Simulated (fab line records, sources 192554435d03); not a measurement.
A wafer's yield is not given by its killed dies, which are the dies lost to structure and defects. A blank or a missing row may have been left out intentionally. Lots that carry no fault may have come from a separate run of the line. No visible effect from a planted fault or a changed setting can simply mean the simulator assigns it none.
Struck lot and sound lot, side by side | flow n5Finfet | 16 out of 1938 route steps
Sound: the wafers L151.1, L151.4, L151.6. Wafers L141.1, L141.3, L141.6 were the ones struck. The cause comes at the end.
Per side, at each step with rows, come the tool, then ch with its chambers, and then its first start. Under that, the readings that differ: sound wafers | struck wafers | difference of the means | sigmas: that difference in standard deviations of wafers without a fault.
alike: words and numbers the same on both sides, and readings whose means are apart by under 2 such deviations; not compared: readings that were withheld, readings missing a value for some wafer, numbers with overlapping values and no deviation given by the record, and bounds like >300 which may hide the same value.
Wherever a step has rows on one side only, a row that says differs or no value, or a row with sigmas, the two part there. When numbers do not overlap yet have no deviation, they are printed without sigmas and do not part them. A reading missing from all wafers of one side parts the sides only when that side holds two or more wafers.

first, 1 step without rows for these wafers: N5_BEOL_M2_ALD_84 (deposits TaN, pulse time 2 s, purge time 3 s, co reactant purge time 2 s).
N5_BEOL_M2_SURFACE_TREAT_85:
  sound: pvdSputter-03 at day 10 12:59; struck: pvdSputter-03 at day 7 23:17
  alike: arFlowSccm
  not compared: throttleValvePct
then, 5 steps without rows for these wafers: N5_BEOL_M2_CVD_47 (deposits Co from CCTBA/H2, target thk 3 nm, time 223.8 s); N5_BEOL_M2_SPUTTER_48 (material Cu, target thk 4.5 nm, time 8.29 s); N5_BEOL_M2_ANNEAL_49 (time 240 s); N5_BEOL_M2_SPUTTER_79 (material Cu, target thk 4.5 nm, time 8.29 s); N5_BEOL_M2_ANNEAL_80 (time 240 s).
N5_BEOL_M2_SPUTTER_81: material Cu, target thk 4.5 nm, time 8.29 s.
  sound: pvdSputter-02 at day 10 13:57; struck: pvdSputter-02 at day 8 00:16
  alike: throttleValvePct
N5_BEOL_M2_ANNEAL_82: time 240 s.
  sound: pvdSputter-02 at day 10 14:02; struck: pvdSputter-02 at day 8 00:20
  alike: heaterPowerW, susceptorTempC, susceptor_temp_C_max
then, 1 step without rows for these wafers: N5_BEOL_M2_SPUTTER_86 (material Cu, target thk 4.5 nm, time 8.29 s).
N5_BEOL_M2_ANNEAL_87: time 240 s.
  sound: pvdSputter-02 at day 10 14:15; struck: pvdSputter-02 at day 8 00:34
  alike: heaterPowerW, susceptorTempC, susceptor_temp_C_max
N5_BEOL_M2_SPUTTER_88: material Cu, target thk 4.5 nm, time 8.29 s.
  sound: pvdSputter-02 at day 10 14:23; struck: pvdSputter-02 at day 8 00:42
  alike: throttleValvePct
N5_BEOL_M2_ANNEAL_89: time 240 s.
  sound: pvdSputter-02 at day 10 14:28; struck: pvdSputter-02 at day 8 00:47
  no value came back on the struck wafers for heaterPowerW (W), susceptorTempC (C), susceptor_temp_C_max; on the sound wafers heaterPowerW (W) reads 786 842 816
then, 1 step without rows for these wafers: N5_BEOL_M2_SPUTTER_90 (material Cu, target thk 4.5 nm, time 8.29 s).
N5_BEOL_M4_RC_MEAS_101:
  sound on prober-01 ch 0, day 11 15:22; struck on prober-02 ch 0, day 9 08:47
reading       | sound       | struck      | difference | sigmas
ION_N (uA/um) | 649 635 647 | 674 663 696 | +34        | +2
VT_N (mV)     | 253 261 255 | 247 253 246 | -8         | -2
  alike: DIBL_N, DIBL_P, IOFF_N, IOFF_P, ION_P, SS_N, SS_P, VT_P
-- a jump in the record: the struck wafers' starts before and after are 5 days apart (it breaks off in module BEOL_M4 and resumes in module PASSIVATION, where the first step shown is number 1936 of the route) --
N5_PASSIVATION_PROBE_49:
  sound: prober-02 at day 16 07:43; struck: prober-01 at day 14 10:07
reading               | sound       | struck      | difference | sigmas
sort_bin_6_memory (%) | 4.8 4.7 3.5 | 3.1 2.9 2.8 | -1.4       | -2
sort_bin_8_speed (%)  | 0 1.19 0    | 0 0 0       | +0         | -4
  alike: defectLimitedYield, killed_at_M0_to_M3, killed_at_M4_up, killedAtContacts, killedAtFrontEnd, killedAtOther, killedDies, killedOnRim, killedOpen, killedShort, sort_bin_5_function, sortNPass, sortYieldPct

## WHERE THEY PART
Last at N5_PASSIVATION_PROBE_49 as far as this record goes, first at N5_BEOL_M2_ANNEAL_89.

WHY: what had been put in by the simulator
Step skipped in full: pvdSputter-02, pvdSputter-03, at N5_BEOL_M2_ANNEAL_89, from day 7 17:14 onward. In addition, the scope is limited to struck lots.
